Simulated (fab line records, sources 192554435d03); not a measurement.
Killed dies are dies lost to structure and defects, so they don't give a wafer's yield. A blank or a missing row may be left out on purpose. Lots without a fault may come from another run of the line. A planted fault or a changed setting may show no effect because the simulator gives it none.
A struck lot beside a sound one | flow n5_finfet | 19 steps out of a route of 1938
Sound: wafers L185.1, L185.2, L185.6. Struck: wafers L174.2, L174.5, L174.6. The cause comes at the end.
At each step with rows: each side's tool, then ch and its chambers, then its first start. Under that, the readings that differ: sound wafers | struck wafers | difference of the means | sigmas: that difference in standard deviations of wafers without a fault.
alike: readings whose means differ by less than 2 such deviations, and words and numbers that are the same on both sides. not compared: withheld readings, readings that some wafer has no value for, bounds like >300 that may hide the same value, and numbers for which the record gives no deviation and whose values overlap.
The two part at a step that has a row with sigmas, a row that says differs or no value, or rows on one side only. Numbers that don't overlap but have no deviation are shown without sigmas and don't part them. A reading that every wafer of one side lacks parts them only if that side has two wafers or more.

first, 4 steps without rows for these wafers: N5_PMOS_HMC_CHANNEL_EPI_SOFTBAKE_04 (time 60 s); N5_PMOS_HMC_CHANNEL_EPI_EXPOSE_06 (exposes mask PMOS HMC BLK, target cd 240 nm); N5_PMOS_HMC_CHANNEL_EPI_PEB_07 (peb time 60 s); N5_PMOS_HMC_CHANNEL_EPI_DEVELOP_08 (develop time 30 s).
N5_PMOS_HMC_CHANNEL_EPI_CD_MEAS_09: target cd 237.4 nm.
  sound on cd_sem-02 ch 0, day 5 11:14; struck on cd_sem-01 ch 0, day 2 17:52
  alike: cd_nm
N5_PMOS_HMC_CHANNEL_EPI_OVL_MEAS_10:
  sound on overlay-01 ch 0, day 5 11:16; struck on overlay-02 ch 0, day 2 17:53
  alike: PMOS_HMC_BLK_OVL
N5_PMOS_HMC_CHANNEL_EPI_INSPECT_11: inspects for defects (macro).
  sound on defect_inspect-02, day 5 11:17; struck on defect_inspect-02, day 2 17:55
  alike: raw_defect_count
N5_PMOS_HMC_CHANNEL_EPI_DESCUM_14: chemistry O2, time 7.9 s.
  sound on rie_diel-05 ch 1,2, day 5 11:20; struck on rie_diel-06 ch 0,2,3, day 2 17:57
  alike: chamber_pressure_mTorr, drypump_motor_current_A, oes_product_au, rf_vpp_V, showerhead_plenum_p_Torr, throttle_valve_pct
  not compared: rf_hours_counter_h
N5_PMOS_HMC_CHANNEL_EPI_ETCH_32: etches BARC in N2/H2, stops on SiO2, target depth 85.8 nm, time 50.3 s.
  sound on rie_diel-05 ch 1,2, day 5 11:22; struck on rie_diel-06 ch 0,2,3, day 2 17:59
  alike: bias_w, chamber_pressure_mTorr, drypump_motor_current_A, oes_product_au, rf_vpp_V, showerhead_plenum_p_Torr, throttle_valve_pct
  not compared: rf_hours_counter_h
N5_PMOS_HMC_CHANNEL_EPI_HM_OPEN_15: chemistry CHF3/O2, target SiO2, target depth 40.6 nm, time 20.3 s.
  sound on rie_diel-05 ch 1,2, day 5 11:24; struck on rie_diel-06 ch 0,2,3, day 2 18:02
  alike: chamber_pressure_mTorr, drypump_motor_current_A, mfc_ar_sccm, oes_product_au, rf_vpp_V, showerhead_plenum_p_Torr, throttle_valve_pct
  not compared: rf_hours_counter_h
N5_PMOS_HMC_CHANNEL_EPI_STRIP_33: strips in N2/H2.
  sound on rie_diel-05 ch 1,2, day 5 11:28; struck on rie_diel-06 ch 0,2,3, day 2 18:05
  alike: chamber_pressure_mTorr, drypump_motor_current_A, oes_product_au, rf_vpp_V, showerhead_plenum_p_Torr, throttle_valve_pct
  not compared: rf_hours_counter_h
then, 1 step without rows for these wafers: N5_PMOS_HMC_CHANNEL_EPI_STRIP_17 (strips in SPM, time 750 s).
N5_PMOS_HMC_CHANNEL_EPI_ETCH_38: etches SiO2 in CF4, target depth 1.5 nm.
  sound on rie_si-05 ch 1,2,3, day 5 11:46; struck on rie_si-05 ch 0,3, day 2 18:23
  no value came back on the struck wafers for any of 6 readings (bias_w (W), cf4_flow_sccm (sccm) and others); on the sound wafers bias_w (W) reads 401.3 400.8 400.9
  reading                                                  | sound             | struck           | difference | sigmas
  model.SiO2_of_PMOS_HMC_CHANNEL_EPI_HM_DEP_34.thk_nm (nm) | 34.81 34.72 35.03 | 35.5 36.13 36.21 | +1.1       |
  not compared: rf_hours_counter_h
N5_PMOS_HMC_CHANNEL_EPI_FIN_RECESS_16: chemistry HBr/Cl2, target Si, target depth 54 nm, time 18 s.
  sound on rie_si-05 ch 1,2,3, day 5 11:47; struck on rie_si-05 ch 0,3, day 2 18:25
  alike: chamber_pressure_mTorr, drypump_motor_current_A, oes_product_au, throttle_valve_pct
  not compared: rf_hours_counter_h
then, 1 step without rows for these wafers: N5_PMOS_HMC_CHANNEL_EPI_PRECLEAN_36 (cleans in O3/DIW, time 45 s).
N5_PMOS_HMC_CHANNEL_EPI_PRECLEAN_18: cleans in DHF, time 30 s.
  sound on wet_bench-04 ch 2,6,7, day 5 11:54; struck on wet_bench-01 ch 1,3,7, day 2 18:31
  reading                                                  | sound             | struck            | difference | sigmas
  model.SiO2_of_PMOS_HMC_CHANNEL_EPI_HM_DEP_34.thk_nm (nm) | 25.03 24.91 25.29 | 25.76 26.36 26.46 | +1.12      |
then, 1 step without rows for these wafers: N5_PMOS_HMC_CHANNEL_EPI_SRD_19 (time 30 s).
-- the record jumps here: 7 days lie between the struck wafers' starts before and after (it left off in module PMOS_HMC_CHANNEL_EPI and takes up again in module BEOL_M4, whose first step shown is number 1111 of the route) --
N5_BEOL_M4_RC_MEAS_101:
  sound on prober-01 ch 0, day 12 01:20; struck on prober-02 ch 0, day 9 08:02
  alike: DIBL_N, DIBL_P, IOFF_N, IOFF_P, ION_N, ION_P, SS_N, SS_P, VT_N, VT_P
N5_PASSIVATION_PROBE_49:
  the record has rows for the sound wafers here (prober-02, day 16 11:19) and none for the struck ones

WHERE THEY PART
First at N5_PMOS_HMC_CHANNEL_EPI_ETCH_38; last, within this record, at N5_PASSIVATION_PROBE_49.

WHY: what the simulator had put in
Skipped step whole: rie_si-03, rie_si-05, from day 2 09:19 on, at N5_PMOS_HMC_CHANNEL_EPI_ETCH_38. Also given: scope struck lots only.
